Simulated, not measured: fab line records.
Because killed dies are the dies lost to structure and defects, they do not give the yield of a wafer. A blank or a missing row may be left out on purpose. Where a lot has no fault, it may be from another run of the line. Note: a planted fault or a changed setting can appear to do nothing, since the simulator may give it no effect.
2 desks looking at one fault    flow n5_finfet    what lay behind the numbers comes last; until then each desk has only its own

== FOR THE TOOL OWNER'S DESK: pvd_sputter-03 ==
The tool's own readings at N5_BEOL_M12_SPUTTER_45 (material Cu, target thk 80 nm, time 13.33 s): means of the sampled wafers that have a number, for each lot that ran on this tool. The brackets show how far a lot's mean lies from the usual mean; more than 4 standard deviations puts the lot out of limits, marked OUT.
Columns: A = cathode_dc_power_W at N5_BEOL_M12_SPUTTER_45, usual 26000 W; B = substrate_temp_c at N5_BEOL_M12_SPUTTER_45, usual -20.00 C; C = throttle_valve_pct at N5_BEOL_M12_SPUTTER_45, usual 30.7 %
lot   first seen here  A                        B       C
L932  day 10 16:21     25996                    -19.92  30.7
L935  day 11 07:59     26003                    -20.03  30.3
L939  day 12 01:05     25999                    -20.02  30.8
L945  day 14 02:13     27896 (+99 or more) OUT  -19.91  30.1
L947  day 14 15:55     27902 (+99 or more) OUT  -19.90  30.0
This desk's finding: out of limits on L945, L947; first on L945, day 14 02:13 (cathode_dc_power_W at N5_BEOL_M12_SPUTTER_45). L932, L935, L939: within limits.

== THE DEFECT DESK ==
What the inspections along the route counted, lot by lot: means of the sampled wafers that have a number. The brackets show how far a lot's mean lies from the usual mean; more than 4 standard deviations puts the lot out of limits, marked OUT.
Columns: A = raw_defect_count at N5_BEOL_M12_INSPECT_30, usual 2.1
lot   first seen here  A
L932  day 10 13:23     3.7
L933  day 10 15:33     1.7
L935  day 11 06:52     1.7
L939  day 11 22:19     1.0
L943  day 13 07:15     2.0
L941  day 13 08:07     2.3
L945  day 14 00:05     2.5
L946  day 14 08:27     1.7
L948  day 14 08:35     2.0
L947  day 14 10:16     2.0
L952  day 16 04:38     3.7
Finding of this desk: none of the 11 lots has anything out of limits.

== PUT TOGETHER ==
An alarm could have come from the tool owner's desk at day 14 02:13, on L945, L947.
Nothing out of limits was seen by the defect desk.
The defect desk has L945, L947 on record, within its limits.
Every lot named ran N5_BEOL_M12_SPUTTER_45 on pvd_sputter-03.

== WHAT THE SIMULATOR HAD INSERTED ==
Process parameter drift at N5_BEOL_M12_SPUTTER_45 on pvd_sputter-03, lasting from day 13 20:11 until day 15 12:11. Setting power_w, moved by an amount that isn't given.
Lots struck among those shown: L945, L947.
Each desk's first reading out of limits, in hours after the fault started: the tool owner's desk, 6.
